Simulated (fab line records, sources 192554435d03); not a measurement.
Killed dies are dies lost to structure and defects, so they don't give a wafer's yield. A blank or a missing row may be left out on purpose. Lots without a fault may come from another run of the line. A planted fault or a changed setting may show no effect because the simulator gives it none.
Split-lot experiment | flow n5_finfet | 7 lots, 21 wafers read, on a route of 1938 steps

THE SPLIT
At N5_BEOL_M7_ILD_DEP_00 (deposits SiCOH lowk from DEMS/porogen, target thk 179.75 nm, time 33.4 s), the setting time_s was moved away from the recipe's 33.4 s on 5 of the 21 wafers read, by +7.5% to +13.6%. The other wafers ran this setting at the recipe's value.

FROM THE SPLIT TO THE READING: what the file shows between them, 1 step
- N5_BEOL_M7_CURE_74: cures SiCOH lowk, time 240 s

THE READING
M7_ILD_THK, in nm, at N5_BEOL_M7_THK_MEAS_01. Fault-free wafers of this fab line usually give 154.7 nm, standard deviation 2.4 nm.

wafer  | tool, chamber at the split | time_s as run, s | against the recipe | M7_ILD_THK, nm | against lot-mates on the recipe
L080.1 | pecvd-02, 0                | 33.4             | recipe             | 150.5          | -
L080.2 | pecvd-02, 1                | 33.4             | recipe             | 152.9          | -
L080.3 | pecvd-02, 1                | 33.4             | recipe             | 157.0          | -
L082.2 | pecvd-02, 0                | 33.4             | recipe             | 153.0          | -
L082.3 | pecvd-02, 2                | 33.4             | recipe             | 154.3          | -
L082.6 | pecvd-02, 0                | 33.4             | recipe             | 154.2          | -
L085.4 | pecvd-02, 0                | 35.89            | +7.5%              | 167.9          | +11.6
L085.5 | pecvd-02, 2                | 33.4             | recipe             | 156.3          | -
L085.6 | pecvd-02, 1                | 35.89            | +7.5%              | 169.8          | +13.5
L088.1 | pecvd-01, 1                | 37.93            | +13.6%             | 178.3          | +21.4
L088.5 | pecvd-01, 2                | 33.4             | recipe             | 156.9          | -
L088.6 | pecvd-01, 1                | 37.93            | +13.6%             | 179.6          | +22.7
L094.1 | pecvd-01, 2                | 33.4             | recipe             | 151.9          | -
L094.2 | pecvd-01, 0                | 33.4             | recipe             | 148.3          | -
L094.5 | pecvd-01, 0                | 33.4             | recipe             | 151.4          | -
L097.3 | pecvd-02, 0                | 33.4             | recipe             | 152.8          | -
L097.4 | pecvd-02, 2                | 33.4             | recipe             | 156.4          | -
L097.6 | pecvd-02, 0                | 33.4             | recipe             | 155.3          | -
L096.3 | pecvd-03, 2                | 37.24            | +11.5%             | 169.7          | +13.6
L096.4 | pecvd-03, 0                | 33.4             | recipe             | 155.8          | -
L096.5 | pecvd-03, 1                | 33.4             | recipe             | 156.4          | -

THE FIT
A straight line over all 21 wafers: M7_ILD_THK changes by +1.76 nm for each +1% of time_s; r = +0.96; the points scatter about the line by 2.6 nm.
The same after taking each lot's own level away (the mean of its wafers on the recipe; 21 wafers): +1.54 nm for each +1%; r = +0.97; scatter 1.8 nm.
On that fit, the largest move of time_s shifts the reading by 21 nm.
The lots' own levels span 150.53 to 156.90 nm, that is 2.7 times the standard deviation above.
So the lot-to-lot level changes the slope: the two fits differ.
Check: with one of the wafers moved furthest among these (+13.6%) left out of the fit, the line predicts +20.7 nm for it against its lot-mates. It came out at +21.4 nm against them.

OTHER SPLITS ON THESE WAFERS
These wafers also went through other splits before the reading. Each is held against what the fit with the lots' levels taken away leaves over:
other split on the same wafers    | wafers away from the commonest value | r with M7_ILD_THK (lot level and that fit taken away)
N5_BEOL_M3_EXPOSE_25 dose_mj      | 5                                    | +0.01
N5_BEOL_M3_TRENCH_ETCH_37 bias_w  | 10                                   | +0.03
N5_BEOL_M3_ETCH_41 target_depth_a | 8                                    | -0.38
N5_BEOL_M4_ETCH_70 source_w       | 10                                   | +0.19
N5_BEOL_M4_TRENCH_ETCH_37 time_s  | 6                                    | +0.13
N5_BEOL_M5_COAT_74 spin_rpm       | 6                                    | -0.08
N5_BEOL_M5_EXPOSE_25 dose_mj      | 2                                    | -0.27
N5_BEOL_M5_ETCH_41 source_w       | 6                                    | +0.00

THE WHOLE CHAIN: every reading that the file lists as answering this split, in the file's order
step                   | what it does                                                             | reading                                                                                  | change (the file's fit)              | r (the file's)
N5_BEOL_M7_ILD_DEP_00  | deposits SiCOH lowk from DEMS/porogen, target thk 179.75 nm, time 33.4 s | SiCOH_lowk_of_BEOL_M7_ILD_DEP_00.thk_nm (the simulator's own value, which no gauge read) | +1.7 nm for each +1% of the setting  | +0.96
N5_BEOL_M7_CURE_74     | cures SiCOH lowk, time 240 s                                             | SiCOH_lowk_of_BEOL_M7_ILD_DEP_00.thk_nm (the simulator's own value, which no gauge read) | +1.47 nm for each +1% of the setting | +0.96
N5_BEOL_M7_THK_MEAS_01 |                                                                          | M7_ILD_THK                                                                               | +1.48 for each +1% of the setting    | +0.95

THE FILE'S OWN FIT
M7_ILD_THK changes by +1.48 nm for each +1% of time_s, r = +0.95.
